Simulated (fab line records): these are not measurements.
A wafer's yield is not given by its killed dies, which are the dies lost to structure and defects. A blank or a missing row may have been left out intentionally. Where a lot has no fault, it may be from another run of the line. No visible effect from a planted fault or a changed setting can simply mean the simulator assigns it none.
fab line records	flow n5-finfet
record: lots: 6	wafers: 18	last-day: 23
route steps=1938 shown BEOL_M9@1448
lots with no fault: from the same line, run without faults
start-h: hours from the record's first day to the start of the lot's first wafer shown	wait-h: hours since the lot's step before	" unchanged from the row above	L1.1+2: one row covering several wafers at once	- no value, or no start given	* or withheld: withheld	< > ~ a bound
route shown NAME@n: a module of which the file shows steps, and the number in the route of the first	usual: mean/standard deviation taken from wafers without a fault	same: alike in all rows	chamber/n: place in a boat	sites: readings site by site	_std_site: how widely they spread, as a standard deviation	_edge_site: inner sites' mean taken away from outer sites' mean	radius-mm: for every site, how far away it sits from the centre of the wafer	mask NAME#n: copy n	behind: the tool/chamber that last shaped the wafer	hold: the reason the lot was held/the length of the hold in hours/how it ended	device: the transistor (n, p or np) that didn't switch	end of line: tests run on the same wafers once the route is complete	a step with no rows: only its recipe	killed: at the first sort, the dies lost to defects and structure; wafer yield is something else	map: shows each die of a wafer: x if killed, . if not, _ if none is there
set.NAME: the setting that was run; set.NAME@STEP: the one run at that earlier step	model.NAME: the simulator's own value behind a step, which no gauge read
lots at some steps of the route; a table a step, a row a wafer
services: the hour from which a tool's chamber was out of use, counted from the record's first day as start-h (under 0 if before that day), plus the number of hours and why
== steps ==
step: N5_BEOL_M9_STRIP_80
recipe: chemistry: N2/H2	time-s: 10	power-w: 450	temp-c: 40	pressure-mtorr: 20	rf-frequency-hz: 6e+07	bias-power-w: 7	n2-flow-sccm: 200	h2-flow-sccm: 200
usual: drypump-motor-current-A: 5.6/0.4	oes-product-au: 0.80/0.093	rf-vpp-V: 59.2/0.76	showerhead-plenum-p-Torr: 2.52/0.069	throttle-valve-pct: 23.48/0.3
lot.wafer	tool	chamber	start-h	wait-h	drypump-motor-current-A	oes-product-au	rf-hours-counter-h	rf-vpp-V	showerhead-plenum-p-Torr	throttle-valve-pct
L820.1	rie-diel-04	2	-	-	5.1	0.94	5	59.5	2.60	23.84
L820.4	"	3	"	"	5.9	0.70	-	59.7	2.52	23.38
L820.5	"	0	"	"	5.3	0.78	-	60.6	2.67	24.07
L817.1	rie-diel-05	3	-	-	5.9	0.91	41	60.3	2.45	22.86
L817.3	"	2	"	"	5.6	0.70	214	58.7	2.49	23.35
L817.6	"	2	"	"	5.7	0.69	-	59.1	2.49	23.35
L827.4	rie-diel-04	3	-	-	5.8	0.70	232	59.3	2.52	23.39
L827.5	"	2	"	"	5.1	0.92	-	59.1	2.60	23.88
L827.6	"	3	"	"	5.8	0.70	-	60.0	2.52	23.39
L819.1	rie-diel-01	0	-	-	5.0	0.71	198	59.1	2.41	23.31
L819.3	"	2	"	"	6.2	0.80	101	59.8	2.56	23.53
L819.5	"	2	"	"	6.2	0.81	-	59.4	2.56	23.51
L833.1	rie-diel-04	2	-	-	5.1	0.88	30	59.3	2.59	23.88
L833.3	"	1	"	"	5.4	0.93	20	59.0	2.50	23.42
L833.4	"	0	"	"	5.3	0.75	135	60.5	2.66	24.09
L836.1	rie-diel-05	3	-	-	5.9	0.87	67	59.9	2.44	22.88
L836.2	"	0	"	"	5.3	0.88	42	59.7	2.46	23.30
L836.5	"	0	"	"	5.3	0.87	-	59.4	2.46	23.29
step: N5_BEOL_M9_OCD_MEAS_38
usual: trench-depth-nm: 149.9/2.5
lot.wafer	tool	chamber	start-h	wait-h	trench-depth-nm
L820.1	ocd-01	-	379.79	-	152.0
L820.4	"	-	"	"	148.2
L820.5	"	-	"	"	148.3
L817.1	ocd-02	-	390.55	-	152.0
L817.3	"	-	"	"	147.8
L817.6	"	-	"	"	151.0
L827.4	ocd-02	-	403.42	-	146.4
L827.5	"	-	"	"	152.0
L827.6	"	-	"	"	146.3
L819.1	ocd-02	-	425.46	-	146.9
L819.3	"	-	"	"	149.3
L819.5	"	-	"	"	147.9
L833.1	ocd-01	-	457.04	-	151.0
L833.3	"	-	"	"	155.8
L833.4	"	-	"	"	147.2
L836.1	ocd-02	-	482.19	-	151.2
L836.2	"	-	"	"	147.8
L836.5	"	-	"	"	147.8
step: N5_BEOL_M9_HM_STRIP_39
recipe: chemistry: peroxide-tin-strip	material: TiN	target-depth-a: 250	temp-c: 50	time-s: 158
step: N5_BEOL_M9_SRD_40
recipe: time-s: 30	temp-c: 23	rinse-liquid: diw	dry: ipa-marangoni
step: N5_BEOL_M9_PRECLEAN_42
recipe: chemistry: residue-remover	time-s: 60	temp-c: 40
step: N5_BEOL_M9_SRD_43
recipe: time-s: 30	temp-c: 23	rinse-liquid: diw	dry: ipa-marangoni
step: N5_BEOL_M9_CD_MEAS_35
recipe: target-cd-nm: 70	target-cd-y-nm: 40	polarity: opening
usual: cd-nm: 69.7/0.64
lot.wafer	tool	chamber	start-h	wait-h	cd-nm
L820.1	cd-sem-01	-	379.94	0.0	69.7
L820.4	"	-	"	"	69.4
L820.5	"	-	"	"	68.5
L817.1	cd-sem-03	-	390.70	0.0	69.5
L817.3	"	-	"	"	69.9
L817.6	"	-	"	"	68.8
L827.4	cd-sem-01	-	403.57	0.0	69.5
L827.5	"	-	"	"	69.9
L827.6	"	-	"	"	68.8
L819.1	cd-sem-03	-	425.62	0.0	68.1
L819.3	"	-	"	"	68.8
L819.5	"	-	"	"	69.4
L833.1	cd-sem-01	-	457.19	0.0	69.3
L833.3	"	-	"	"	69.1
L833.4	"	-	"	"	69.5
L836.1	cd-sem-01	-	482.34	0.0	71.0
L836.2	"	-	"	"	70.4
L836.5	"	-	"	"	70.4
step: N5_BEOL_M9_CURE_72
recipe: temp-c: 370	time-s: 120	ambient: DMADMS/He	material: SiCOH_lowk
usual: lamp-power-pct: 52.31/0.058	wafer_temp_C_max: 372.1/0.64
lot.wafer	tool	chamber	start-h	wait-h	lamp-power-pct	wafer_temp_C_max
L820.1	uv-cure-03	2	379.98	0.0	52.29	371.5
L820.4	"	2	"	"	52.45	371.6
L820.5	"	2	"	"	52.27	371.5
L817.1	uv-cure-02	0	390.74	0.0	52.43	371.6
L817.3	"	0	"	"	52.36	372.1
L817.6	"	0	"	"	52.30	372.8
L827.4	uv-cure-02	1	403.91	0.3	52.30	372.7
L827.5	"	1	"	"	52.34	371.9
L827.6	"	1	"	"	52.24	371.7
L819.1	uv-cure-02	1	425.66	0.0	52.42	372.5
L819.3	"	1	"	"	52.19	372.3
L819.5	"	1	"	"	52.26	372.6
L833.1	uv-cure-02	2	457.23	0.0	52.36	371.8
L833.3	"	2	"	"	52.25	371.6
L833.4	"	2	"	"	52.32	371.8
L836.1	uv-cure-01	1	482.38	0.0	52.34	371.6
L836.2	"	1	"	"	52.20	371.7
L836.5	"	1	"	"	52.40	371.5
step: N5_BEOL_M9_DEGAS_44
recipe: ambient: vacuum	temp-c: 250	time-s: 60
step: N5_BEOL_M9_PRE_CLEAN_45
recipe: gas: H2/He	time-s: 30	temp-c: 250
usual: heater-power-w: 334/30
lot.wafer	tool	chamber	start-h	wait-h	heater-power-w
L820.1	pvd-sputter-01	-	380.82	0.0	343
L820.4	"	-	"	"	382
L820.5	"	-	"	"	280
L817.1	pvd-sputter-03	-	391.44	0.0	351
L817.3	"	-	"	"	295
L817.6	"	-	"	"	360
L827.4	pvd-sputter-01	-	404.18	0.0	378
L827.5	"	-	"	"	346
L827.6	"	-	"	"	281
L819.1	pvd-sputter-02	-	426.12	0.0	312
L819.3	"	-	"	"	361
L819.5	"	-	"	"	373
L833.1	pvd-sputter-03	-	457.81	0.0	324
L833.3	"	-	"	"	345
L833.4	"	-	"	"	286
L836.1	pvd-sputter-03	-	483.36	0.0	290
L836.2	"	-	"	"	332
L836.5	"	-	"	"	346
step: N5_BEOL_M9_ALD_74
recipe: material: TaN	target-thk-a: 20	temp-c: 275	ald-precursor-family: PDMAT	ald-co-reactant: NH3	pressure-torr: 3	carrier-flow-sccm: 1500	pulse-time-s: 2	purge-time-s: 3	co-reactant-purge-time-s: 2	co-reactant-pulse-time-s: 3	ald-cycles: 40	precursor-vessel-temp-c: 75	precursor-vessel-pressure-torr: 26.25	precursor-vessel-carrier-sccm: 1000
usual: heater-power-w: 393/33	precursor-vessel-carrier-sccm: 1000/3.1	precursor-vessel-pressure-torr: 26.26/0.052
lot.wafer	tool	chamber	start-h	wait-h	heater-power-w	precursor-vessel-carrier-sccm	precursor-vessel-pressure-torr
L820.1	ald-metal-03	1	381.11	0.3	396	1001	26.33
L820.4	"	3	"	"	382	1002	26.21
L820.5	"	0	"	"	433	997	26.34
L817.1	ald-metal-04	2	391.52	0.1	386	996	26.30
L817.3	"	1	"	"	367	1002	26.27
L817.6	"	0	"	"	334	999	26.25
L827.4	ald-metal-03	0	404.36	0.2	453	1002	26.26
L827.5	"	3	"	"	374	1003	26.25
L827.6	"	2	"	"	360	997	26.14
L819.1	ald-metal-04	3	426.32	0.2	403	993	26.23
L819.3	"	0	"	"	334	1001	26.30
L819.5	"	3	"	"	396	999	26.29
L833.1	ald-metal-04	1	457.89	0.1	365	998	26.26
L833.3	"	3	"	"	396	997	26.30
L833.4	"	0	"	"	325	997	26.30
L836.1	ald-metal-03	0	483.42	0.0	425	1002	26.29
L836.2	"	2	"	"	361	999	26.23
L836.5	"	3	"	"	374	1001	26.30
step: N5_BEOL_M9_SURFACE_TREAT_79
recipe: gas: Ar	time-s: *	ion-energy-ev: *	ion-current-ma-cm2: 0.5	pressure-mtorr: *	ar-flow-sccm: 30
step: N5_BEOL_M9_CVD_78
recipe: material: Co	target-thk-a: 20	temp-c: withheld	precursor: CCTBA/H2	pressure-torr: 30	time-s: 138.9
usual: run-length-s: 161.8/0.6
lot.wafer	tool	chamber	start-h	wait-h	run-length-s
L820.1	cvd-co-02	2	381.98	0.2	162.2
L820.4	"	2	"	"	162.0
L820.5	"	1	"	"	161.7
L817.1	cvd-co-02	1	391.98	0.0	162.1
L817.3	"	2	"	"	162.0
L817.6	"	1	"	"	161.9
L827.4	cvd-co-02	0	404.84	0.1	118.2
L827.5	"	2	"	"	119.3
L827.6	"	1	"	"	119.2
L819.1	cvd-co-02	0	426.89	0.1	118.2
L819.3	"	1	"	"	119.8
L819.5	"	1	"	"	119.1
L833.1	cvd-co-01	2	458.25	0.0	161.8
L833.3	"	0	"	"	162.8
L833.4	"	1	"	"	160.7
L836.1	cvd-co-01	2	483.80	0.0	161.5
L836.2	"	1	"	"	161.8
L836.5	"	2	"	"	162.3
step: N5_BEOL_M9_SPUTTER_48
recipe: material: Cu	target-thk-a: 120	temp-c: -20	bias-v: 60	power-w: 26000	chamber-pressure-pa: 0.13	time-s: 2
usual: chamber-pressure-pa: 0.13002/0.00026	throttle-valve-pct: 29.9/1.1
lot.wafer	tool	chamber	start-h	wait-h	chamber-pressure-pa	throttle-valve-pct
L820.1	pvd-sputter-03	-	382.14	0.1	0.12963	29.6
L820.4	"	-	"	"	0.13003	29.8
L820.5	"	-	"	"	0.13008	29.5
L817.1	pvd-sputter-01	-	392.24	0.2	0.13013	27.2
L817.3	"	-	"	"	0.13041	28.6
L817.6	"	-	"	"	0.13026	27.4
L827.4	pvd-sputter-02	-	405.01	0.1	0.12988	30.8
L827.5	"	-	"	"	0.12975	31.4
L827.6	"	-	"	"	0.12983	31.2
L819.1	pvd-sputter-02	-	427.06	0.1	0.13012	31.0
L819.3	"	-	"	"	0.13046	30.0
L819.5	"	-	"	"	0.13028	31.2
L833.1	pvd-sputter-03	-	458.45	0.2	0.13005	30.8
L833.3	"	-	"	"	0.12993	29.9
L833.4	"	-	"	"	0.12973	29.9
L836.1	pvd-sputter-03	-	483.98	0.1	0.1302	29.5
L836.2	"	-	"	"	0.12995	30.1
L836.5	"	-	"	"	0.12981	31.1
== services ==
tool	chamber	start-h	hours	kind
rie-diel-04	1	371.06	-	clean
rie-diel-04	1	371.06	-	consumable-replace:focus-ring
uv-cure-03	-	372.27	7.5	pm
rie-diel-01	3	402.03	14.8	repair
rie-diel-01	0	408.18	3.1	repair
uv-cure-03	-	417.92	14.1	repair
rie-diel-01	3	422.49	3.5	repair
cvd-co-01	-	427.07	1.6	repair
ald-metal-03	-	435.13	8.7	pm
pvd-sputter-01	-	437.89	2.9	repair
uv-cure-02	-	445.05	3.4	pm
ald-metal-03	0	447.70	8.1	repair
uv-cure-01	-	451.72	6.0	pm
rie-diel-01	-	452.31	14.6	pm
uv-cure-02	-	453.54	1.0	pm
uv-cure-03	-	457.00	7.5	pm
pvd-sputter-01	-	460.30	2.2	repair
uv-cure-01	-	463.39	9.2	pm
pvd-sputter-01	-	466.61	5.2	repair
rie-diel-01	-	467.94	2.8	pm
rie-diel-01	1	471.75	9.3	repair
rie-diel-01	3	475.74	4.3	repair
ald-metal-04	-	480.94	2.8	pm
cvd-co-02	-	483.48	1.3	repair
== key ==
first-sign: step: N5_BEOL_M9_CVD_78	reading: run-length-s	direction: down	sigmas: 72	usual: *	struck: *
effect none on later readings
met-at N5_BEOL_M9_CVD_78
struck-wafers L819.1,L819.3,L819.5,L827.4,L827.5,L827.6
onset-between 391.98 404.84
fault: kind: process-parameter-drift	tool: cvd-co-02	chamber: -	onset-h: 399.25	steps: N5_BEOL_M9_CVD_78	channel: time-s	offset: *	shape: step	end-h: 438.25	acts-in: *	stated: *
